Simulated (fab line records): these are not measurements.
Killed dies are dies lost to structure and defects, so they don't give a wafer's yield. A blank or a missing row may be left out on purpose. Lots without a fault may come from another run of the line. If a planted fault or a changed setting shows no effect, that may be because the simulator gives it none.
Which tool is to blame?    flow nandHarc    11 lots with 33 wafers sampled at 5 steps, on a route of 1302 steps

## WHAT THE GAUGES SHOWED, per wafer
NHARC_END_SORT_01. Usual: killedAtArray 52, standard deviation 17; killedAtOther 0.8, standard deviation 1.1; killedAtPeriphery 3.2, standard deviation 2.2; killedDies 57, standard deviation 17; killedOpen 3.4, standard deviation 1.8; killedShort 2.4, standard deviation 1.6.
lot   measured      on         killedAtArray  killedAtOther  killedAtPeriphery  killedDies  killedOpen  killedShort  flag
L579  day 25 09:48  prober-01  44 38 43       0 0 0          0 3 1              44 41 44    3 4 2       2 2 5        
L584  day 27 13:50  prober-01  75 70 72       0 0 1          0 2 1              75 72 74    3 5 1       3 3 2        
L586  day 28 08:29  prober-02  15 24 24       0 1 2          2 4 1              17 29 27    2 6 1       1 0 1        
L589  day 29 16:42  prober-01  41 60 35       1 1 0          0 2 0              42 63 35    2 0 4       0 7 0        
L593  day 31 22:14  prober-01  62 64 64       0 0 1          4 3 7              66 67 72    3 6 4       1 1 2        

## WHICH TOOL RAN EACH LOT (tool, then ch and the chambers of the sampled wafers, then the start)
lot   NHARC_A_STAIRCASE_DEP_259        NHARC_A_STAIRCASE_EXPOSE_286      NHARC_A_STAIRCASE_DESCUM_291       NHARC_A_STAIRCASE_ETCH_452
L576  pecvd-01 ch 0,1,2, day 16 14:51  krfScanner-01 ch 0, day 17 04:31  rieDiel-06 ch 0,1,3, day 17 04:53  rieDiel-06 ch 1,2,3, no start
L578  pecvd-03 ch 0,2, day 17 00:43    krfScanner-01 ch 0, day 17 07:53  rieDiel-01 ch 0,1,2, day 17 08:17  rieDiel-01 ch 2,3, no start
L579  pecvd-04 ch 0,1,2, day 17 12:08  krfScanner-04 ch 0, day 17 18:38  rieDiel-04 ch 0,2,3, day 17 19:00  rieDiel-04 ch 0,1,3, day 25 09:48 or earlier
L584  pecvd-04 ch 0,1,2, day 19 10:37  krfScanner-01 ch 0, day 19 16:53  rieDiel-06 ch 1,2, day 19 17:16    rieDiel-06 ch 1,2, day 27 13:50 or earlier
L586  pecvd-01 ch 0,2, day 20 15:52    krfScanner-01 ch 0, day 20 22:55  rieDiel-01 ch 1,3, day 20 23:17    rieDiel-01 ch 0,1, day 28 08:29 or earlier
L585  pecvd-03 ch 0,2, day 20 16:11    krfScanner-02 ch 0, day 20 23:23  rieDiel-04 ch 0,1,3, day 20 23:46  rieDiel-04 ch 0,1, no start
L588  pecvd-03 ch 1,2, day 21 20:01    krfScanner-04 ch 0, day 22 03:43  rieDiel-01 ch 0,3, day 22 04:05    rieDiel-01 ch 0,2,3, no start
L589  pecvd-03 ch 1,2, day 21 22:06    krfScanner-01 ch 0, day 22 06:13  rieDiel-06 ch 0,1,2, day 22 06:35  rieDiel-06 ch 0,2,3, day 29 16:42 or earlier
L592  pecvd-03 ch 0,1,2, day 22 22:10  krfScanner-04 ch 0, day 23 05:23  rieDiel-01 ch 2,3, day 23 05:45    rieDiel-01 ch 0,2,3, no start
L593  pecvd-01 ch 0,1, day 23 20:06    krfScanner-02 ch 0, day 24 03:05  rieDiel-06 ch 0,2,3, day 24 03:28  rieDiel-06 ch 0,1,2, day 31 22:14 or earlier
L599  pecvd-01 ch 0,1,2, day 25 23:49  krfScanner-02 ch 0, day 26 06:11  rieDiel-06 ch 1,2,3, day 26 06:35  rieDiel-06 ch 0,2,3, no start
- NHARC_A_STAIRCASE_DEP_259: deposits SiON, target thk 30 nm.
- NHARC_A_STAIRCASE_EXPOSE_286: exposes mask CHOP 100.
- NHARC_A_STAIRCASE_DESCUM_291: chemistry O2, time 3 s.
- NHARC_A_STAIRCASE_ETCH_452: etches the open film in CF4/O2, target depth 30 nm, overetch 3 nm, time 16.5 s.

## AS READ BY THE TOOLS THEMSELVES (means over the sampled wafers that have a number; for cases with no such wafer, the mark the record gives instead)
NHARC_A_STAIRCASE_DEP_259. Usual: heaterPowerW 795 W, standard deviation 73; rfFwdPowerW 348.3 W, standard deviation 1.3.
lot   tool      heaterPowerW (W)  rfFwdPowerW (W)  flag
L576  pecvd-01  817               348.8            
L578  pecvd-03  834               348.3            
L579  pecvd-04  841               349.3            
L584  pecvd-04  783               349.6            
L586  pecvd-01  799               346.9            
L585  pecvd-03  819               348.1            
L588  pecvd-03  857               348.6            
L589  pecvd-03  818               349.4            
L592  pecvd-03  815               348.6            
L593  pecvd-01  769               347.5            
L599  pecvd-01  722               348.0            

NHARC_A_STAIRCASE_EXPOSE_286. Usual: exposureDoseMJCm2 25.012, standard deviation 0.023; reticleTempC 22.99 C, standard deviation 0.1.
lot   tool           exposureDoseMJCm2  reticleTempC (C)  flag
L576  krfScanner-01  25.014             22.99             
L578  krfScanner-01  25.005             22.98             
L579  krfScanner-04  25.032             23.09             
L584  krfScanner-01  17.858             22.95             OFF
L586  krfScanner-01  17.836             22.91             OFF
L585  krfScanner-02  25.019             22.95             
L588  krfScanner-04  25.029             23.07             
L589  krfScanner-01  17.818             23.01             OFF
L592  krfScanner-04  25.011             23.11             
L593  krfScanner-02  25.001             22.90             
L599  krfScanner-02  25.042             23.05             

NHARC_A_STAIRCASE_DESCUM_291. Usual: drypumpMotorCurrentA 6.1 A, standard deviation 0.34; oesProductAu 1.001 a.u., standard deviation 0.0081; rfVppV 57.9 V, standard deviation 0.87; showerheadPlenumPTorr 1.95 Torr, standard deviation 0.091; throttleValvePct 11.310 %, standard deviation 0.0079.
lot   tool        drypumpMotorCurrentA (A)  oesProductAu (a.u.)  rfVppV (V)  showerheadPlenumPTorr (Torr)  throttleValvePct (%)  flag
L576  rieDiel-06  6.3                       0.995                58.4        2.00                          11.304                
L578  rieDiel-01  5.7                       0.995                58.2        1.93                          11.309                
L579  rieDiel-04  6.0                       0.999                57.5        1.95                          11.308                
L584  rieDiel-06  6.4                       1.007                58.1        2.02                          11.310                
L586  rieDiel-01  5.7                       1.000                58.3        1.99                          11.305                
L585  rieDiel-04  6.0                       0.995                57.4        1.91                          11.308                
L588  rieDiel-01  5.8                       1.009                57.4        1.90                          11.313                
L589  rieDiel-06  6.3                       1.001                57.9        1.96                          11.312                
L592  rieDiel-01  6.0                       1.006                58.5        2.05                          11.310                
L593  rieDiel-06  6.3                       1.002                58.2        1.95                          11.311                
L599  rieDiel-06  6.4                       0.997                57.9        2.00                          11.311                

NHARC_A_STAIRCASE_ETCH_452. Usual: drypumpMotorCurrentA 6.1 A, standard deviation 0.34; oesProductAu 1.002 a.u., standard deviation 0.0072; rfFwdPowerW 294.2 W, standard deviation 1.2; rfVppV 198.4 V, standard deviation 1.6; showerheadPlenumPTorr 1.36 Torr, standard deviation 0.063; throttleValvePct 13.397 %, standard deviation 0.0092.
lot   tool        drypumpMotorCurrentA (A)  oesProductAu (a.u.)  rfFwdPowerW (W)  rfVppV (V)  showerheadPlenumPTorr (Torr)  throttleValvePct (%)  flag
L576  rieDiel-06  6.5                       1.000                294.1            198.6       1.41                          13.400                
L578  rieDiel-01  6.0                       0.998                293.1            200.2       1.44                          13.399                
L579  rieDiel-04  6.0                       1.007                295.5            197.9       1.33                          13.393                
L584  rieDiel-06  6.4                       1.005                293.7            200.0       1.41                          13.392                
L586  rieDiel-01  5.5                       1.002                295.7            197.5       1.29                          13.393                
L585  rieDiel-04  6.3                       0.998                294.6            196.4       1.28                          13.396                
L588  rieDiel-01  5.9                       1.007                292.7            199.1       1.38                          13.399                
L589  rieDiel-06  6.3                       1.002                294.4            197.5       1.36                          13.401                
L592  rieDiel-01  5.9                       1.008                292.6            198.6       1.38                          13.393                
L593  rieDiel-06  6.3                       0.998                294.2            199.3       1.36                          13.399                
L599  rieDiel-06  6.3                       0.991                294.3            198.2       1.35                          13.406                

## THE ANSWER, worked out from the rows above alone
Rule: lot off if the mean of its wafers having a number is beyond 3 standard deviations from the usual mean. Also off: a lot with no number at a reading for which 4 or more lots have one. The other lots that the step has rows for count as sound. After the gauges, taken in route order, come the tools' own readings; for these a lot's mean is taken, as printed above. The first step at which some lot is off is used, and at that step the reading that is off furthest; a lot without a number counts as furthest.
Off: L584, L586, L589, at NHARC_A_STAIRCASE_EXPOSE_286 (exposureDoseMJCm2).
If a tool, at that step or one of the process steps before it, ran each lot that is off and ran no sound lot following the first of them, it fits. One fits: NHARC_A_STAIRCASE_EXPOSE_286 on krfScanner-01. Its last sound lot is L578 (day 17 07:53), its first lot that is off L584 (day 19 16:53): a fault that began between those two fits.
The tool's own readings at NHARC_A_STAIRCASE_EXPOSE_286 bear it out: on the lots that are off they differ by more than 5 times the standard deviation of the sound lots' means. exposureDoseMJCm2 reads 17.837 there against 25.019 on the sound lots.

## WHAT THE SIMULATOR PUT IN
Drift in process parameters on krfScanner-01 at NHARC_A_STAIRCASE_EXPOSE_286, starting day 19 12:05. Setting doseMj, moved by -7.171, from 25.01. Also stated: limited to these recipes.
Lots struck among those shown: L584, L586, L589. The same result came from the rule above.
